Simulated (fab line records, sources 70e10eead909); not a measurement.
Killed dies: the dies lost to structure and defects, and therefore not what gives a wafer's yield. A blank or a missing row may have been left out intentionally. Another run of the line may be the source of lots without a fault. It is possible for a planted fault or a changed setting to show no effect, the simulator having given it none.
fab line records    flow nandHarc
[record] lots = 6  wafers = 18  lastDay = 32
route steps=1302 shown P_GATE@120 END@1302
lots with no fault: from the same line, run without faults
startH: start of the lot's first displayed wafer, in hours after the record's first day    waitH: hours since the lot's step before    " identical to the entry in the row above    L1.1+2: one row covering several wafers at once    - no value, or no start was given    * or withheld: withheld    < > ~ a bound
route shown NAME@n: a module of which the file shows steps, and the number in the route of the first    usual: the fault-free wafers' mean and standard deviation    same: alike in all rows    chamber/n: place in a boat    sites: the reading at each site    _std_site: the values' standard deviation    _edge_site: mean of outer sites minus mean of inner sites    radiusMm: for every site, how far away it sits from the centre of the wafer    mask NAME#n: copy n    behind: the most recent tool/chamber to have shaped the wafer    hold: the reason the lot was held/the length of the hold in hours/how it ended    device: transistor that didn't switch, given as n, p or np    end of line: the route-end tests of the same wafers    a step with no rows: only its recipe    killed: at the first sort, the dies lost to defects and structure; wafer yield is something else    map: a wafer's dies, marking killed ones x, the rest . and places with no die _
set.NAME: the run value of the setting; set.NAME@STEP: its run value at that earlier step    model.NAME: the simulator's own value behind a step, which no gauge read
lots seen at some steps along the route; tables by step, rows by wafer
services: the hour from which a tool's chamber was out of use, counted from the record's first day as startH (under 0 if before that day), plus the number of hours and why
[[steps]]
[step NHARC_P_GATE_PEB_09]
[recipe] pebTempC = 118  pebTimeS = 85
[step NHARC_P_GATE_DEVELOP_10]
[recipe] timeS = 70
[step NHARC_P_GATE_CD_MEAS_11]
[recipe] targetCdNm = 1640  landingEnergyEv = 500
[usual] cdNm = 1640.2/1.5
lot.wafer  tool      chamber  startH  waitH  cdNm
L530.3     cdSem-01  0        77.48   -      1639.7
L530.5     "         0        "       "      1642.2
L530.6     "         0        "       "      1641.0
L531.1     cdSem-01  0        91.69   -      1639.7
L531.3     "         0        "       "      1640.7
L531.4     "         0        "       "      1639.7
L539.1     cdSem-02  0        175.94  -      1641.1
L539.3     "         0        "       "      1640.5
L539.5     "         0        "       "      1641.8
L545.2     cdSem-03  0        236.27  -      1639.2
L545.4     "         0        "       "      1639.3
L545.5     "         0        "       "      1641.2
L546.2     cdSem-02  0        242.90  -      1639.6
L546.4     "         0        "       "      1638.7
L546.6     "         0        "       "      1641.7
L550.3     cdSem-02  0        277.64  -      1638.2
L550.5     "         0        "       "      1639.9
L550.6     "         0        "       "      1638.6
[step NHARC_P_GATE_HARDBAKE_12]
[recipe] tempC = 125  timeS = 80
[step NHARC_P_GATE_DESCUM_13]
[recipe] timeS = 3  o2FlowSccm = 200  arFlowSccm = 0  biasPowerW = 0  chemistry = O2
[usual] drypumpMotorCurrentA = 6.0/0.53  oesProductAu = 0.999/0.009  rfVppV = 57.9/0.97  showerheadPlenumPTorr = 1.95/0.082  throttleValvePct = 11.312/0.009
lot.wafer  tool        chamber  startH  waitH  drypumpMotorCurrentA  oesProductAu  rfHoursCounterH  rfVppV  showerheadPlenumPTorr  throttleValvePct
L530.3     rieDiel-08  0        77.68   -      5.9                   1.008         2.3              57.7    2.02                   11.321
L530.6     "           1        "       "      5.5                   0.999         -                58.4    2.01                   11.300
L530.5     "           2        "       "      6.8                   0.999         -                58.5    2.06                   11.312
L531.4     rieDiel-11  2        91.85   -      6.5                   0.983         0.0              59.1    1.99                   11.305
L531.1     "           3        "       "      6.4                   0.993         0.1              56.6    1.87                   11.322
L531.3     "           1        "       "      6.8                   1.003         0.0              58.1    1.99                   11.299
L539.1     rieDiel-07  0        176.10  -      5.9                   1.002         3.5              56.2    1.85                   11.310
L539.3     "           1        "       "      6.3                   1.001         3.6              58.8    2.06                   11.315
L539.5     "           0        "       "      6.0                   1.012         -                57.1    1.85                   11.313
L545.2     rieDiel-08  0        236.42  -      6.0                   1.019         2.4              57.5    2.02                   11.292
L545.4     "           3        "       "      5.1                   1.007         1.7              57.1    1.90                   11.304
L545.5     "           1        "       "      5.5                   1.004         -                59.6    2.01                   11.315
L546.4     rieDiel-07  1        243.05  -      6.3                   0.995         6.7              59.4    2.06                   11.309
L546.2     "           2        "       "      5.2                   0.996         7.0              57.6    1.91                   11.312
L546.6     "           2        "       "      5.2                   1.005         -                57.7    1.91                   11.319
L550.3     rieDiel-07  1        277.80  -      6.3                   1.004         9.5              58.6    2.06                   11.320
L550.5     "           0        "       "      6.0                   0.993         -                59.0    1.85                   11.311
L550.6     "           1        "       "      6.3                   1.004         -                58.9    2.06                   11.314
[step NHARC_P_GATE_ETCH_14]
[recipe] targetDepthA = 488  chemistry = dHF  material = SiO2
[step NHARC_P_GATE_STRIP_15]
[recipe] timeS = 780  tempC = 130  chemistry = SPM
[step NHARC_P_GATE_PRECLEAN_71]
[recipe] timeS = *  tempC = 50  bathAgeMin = 0  chemistry = SC1
[step NHARC_P_GATE_SRD_72]
[step NHARC_P_GATE_OXIDE_16]
[recipe] targetThkA = 30  tempC = 875  oxTimeS = 392  material = SiO2
[step NHARC_P_GATE_CVD_17]
[recipe] targetThkA = 1500  tempC = 620  timeS = 900  material = poly-Si
[step NHARC_P_GATE_HM_DEP_102]
[recipe] targetThkA = 1200  tempC = 400  material = aC
[usual] throttleValvePct = 35.000/0.0091
lot.wafer  tool       chamber  startH  waitH  throttleValvePct
L530.3     aclDep-02  0        91.08   1.2    35.002
L530.5     "          0        "       "      34.997
L530.6     "          0        "       "      35.013
L531.1     aclDep-01  0        106.34  2.2    34.994
L531.3     "          0        "       "      35.009
L531.4     "          0        "       "      34.999
L539.1     aclDep-03  0        191.53  3.3    35.009
L539.3     "          0        "       "      34.997
L539.5     "          0        "       "      35.008
L545.2     aclDep-03  0        250.62  1.3    35.004
L545.4     "          0        "       "      35.002
L545.5     "          0        "       "      34.993
L546.2     aclDep-02  0        257.57  2.6    35.010
L546.4     "          0        "       "      35.008
L546.6     "          0        "       "      34.998
L550.3     aclDep-01  0        290.67  0.6    34.997
L550.5     "          0        "       "      34.994
L550.6     "          0        "       "      34.998
[step NHARC_P_GATE_DEP_103]
[recipe] targetThkA = 300  targetThkNm = 30  tempC = 400  flowSccm = 200  rfW = 350  material = SiON
[usual] heaterPowerW = 748/120
lot.wafer  tool      chamber  startH  waitH  heaterPowerW
L530.3     pecvd-03  2        91.56   0.4    922
L530.5     "         1        "       "      730
L530.6     "         0        "       "      834
L531.3     pecvd-02  2        107.03  0.4    545
L531.1     "         0        "       "      658
L531.4     "         1        "       "      921
L539.3     pecvd-02  1        192.20  0.3    860
L539.1     "         0        "       "      765
L539.5     "         1        "       "      885
L545.2     pecvd-03  1        251.20  0.5    683
L545.4     "         2        "       "      741
L545.5     "         0        "       "      795
L545.2     pecvd-03  1        251.83  0.6    666
L545.4     "         2        "       "      742
L545.5     "         0        "       "      769
L546.2     pecvd-03  2        258.18  0.5    786
L546.6     "         0        "       "      726
L546.4     "         2        "       "      782
L550.3     pecvd-04  0        291.21  0.4    710
L550.6     "         1        "       "      715
L550.5     "         2        "       "      715
L550.3     pecvd-04  0        291.59  0.4    723
L550.6     "         1        "       "      724
L550.5     "         2        "       "      711
[step NHARC_P_GATE_DEHYDRATE_18]
[recipe] tempC = 150  timeS = 120
[step NHARC_END_SORT_01]
[recipe] tempC = 25
[usual] killedAtArray = 55/20  killedAtOther = 1.1/1.2  killedAtPeriphery = 3.8/2.8  killedDies = 60/19  killedOpen = 3.4/1.9  killedShort = 2.2/1.5
[same] grossDies = 677
lot.wafer  tool       chamber  startH  waitH  killedAtArray  killedAtOther  killedAtPeriphery  killedDies  killedOpen  killedShort
L539.1     prober-01  0        662.92  2.5    71             1              1                  73          4           2
L539.3     prober-01  0        664.51  3.1    78             1              1                  80          2           1
L539.5     prober-01  0        666.11  3.7    76             0              2                  78          2           1
L545.4     prober-02  0        759.65  3.4    76             0              3                  79          3           2
// killed by level:class
L539.1 A_CHANNEL_HOLE_D1:chamberFilmFlake=29 A_SLIT:chamberFilmFlake=29 A_CONTACT:chamberFilmFlake=3 P_GATE:geometricParticle:open=1 A_ONON_D2:geometricParticle:open=1 A_CONTACT:geometricParticle:short=1 A_CONTACT:geometricParticle:open=1 A_M0:geometricParticle:open=1
L539.3 A_CHANNEL_HOLE_D1:chamberFilmFlake=33 A_SLIT:chamberFilmFlake=33 A_CONTACT:chamberFilmFlake=5 A_STAIRCASE:chamberFilmFlake=3 A_CHANNEL_FILL_D1:geometricParticle:open=1 A_ONON_D2:geometricParticle:open=1 A_CHANNEL_HOLE_D2:geometricParticle:short=1 P_ZERO_WELL:chamberFilmFlake=1
L539.5 A_CHANNEL_HOLE_D1:chamberFilmFlake=31 A_SLIT:chamberFilmFlake=30 A_CONTACT:chamberFilmFlake=6 A_CHANNEL_HOLE_D2:unspecified=3 P_STI:chamberFilmFlake=2 A_SOURCE_PLATE:geometricParticle:open=1 A_CHANNEL_HOLE_D1:geometricParticle:short=1 A_CHANNEL_FILL_D1:geometricParticle:open=1
L545.4 A_SLIT:chamberFilmFlake=39 A_CHANNEL_HOLE_D1:chamberFilmFlake=29 P_STI:chamberFilmFlake=2 A_ONON_D1:geometricParticle:open=1 A_DECK1_JOINT:geometricParticle:open=1 A_CHANNEL_FILL_D2:geometricParticle:short=1 A_WL_FILL:geometricParticle:short=1 A_CONTACT:geometricParticle:open=1
[[services]]
tool        chamber  startH  hours  kind
aclDep-02   -        60.62   13.0   pm
rieDiel-11  -        78.50   9.0    pm
pecvd-04    -        88.63   13.0   pm
rieDiel-07  -        102.12  1.8    repair
rieDiel-08  0        103.14  8.7    repair
pecvd-03    -        111.52  0.6    repair
rieDiel-07  3        114.87  3.7    repair
rieDiel-07  -        117.20  9.0    pm
aclDep-03   -        118.43  13.0   pm
rieDiel-07  -        143.23  1.0    repair
rieDiel-08  -        173.72  1.2    repair
pecvd-03    -        185.00  13.0   pm
aclDep-01   -        185.22  13.0   pm
rieDiel-08  -        190.81  9.0    pm
rieDiel-07  2        192.85  3.8    repair
aclDep-01   -        208.56  0.9    repair
rieDiel-08  3        218.39  7.3    repair
pecvd-02    -        227.05  13.0   pm
rieDiel-07  1        229.72  6.6    repair
rieDiel-11  0        242.89  5.3    repair
aclDep-02   -        244.46  13.0   pm
rieDiel-11  -        255.50  9.0    pm
pecvd-04    -        269.63  13.0   pm
pecvd-03    -        279.55  16.2   repair
[[key]]
[firstSign] step = NHARC_P_GATE_DEP_103  reading = visit  direction = added
effect none on later readings
metAt NHARC_P_GATE_DEP_103
struckWafers L545.2,L545.4,L545.5,L550.3,L550.5,L550.6
rowsEnd L545.2,L545.5
testerLeftOut L545,L550
[fault] kind = repeatedStepWhole  tool = pecvd-02,pecvd-03,pecvd-04  chamber = -  onsetH = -  steps = NHARC_P_GATE_DEP_103  times = 1  scope = struckLotsOnly
// testerLeftOut: of these lots the tester's yield and bins aren't shown, on N5 and GAA mostly nor the transistor test; their killed dies are dies lost to structure and defects alone, not to doping, threshold or leakage, so they don't give the yield
// rowsEnd: these wafers met a further fault down the route, and their rows from its step on are left out
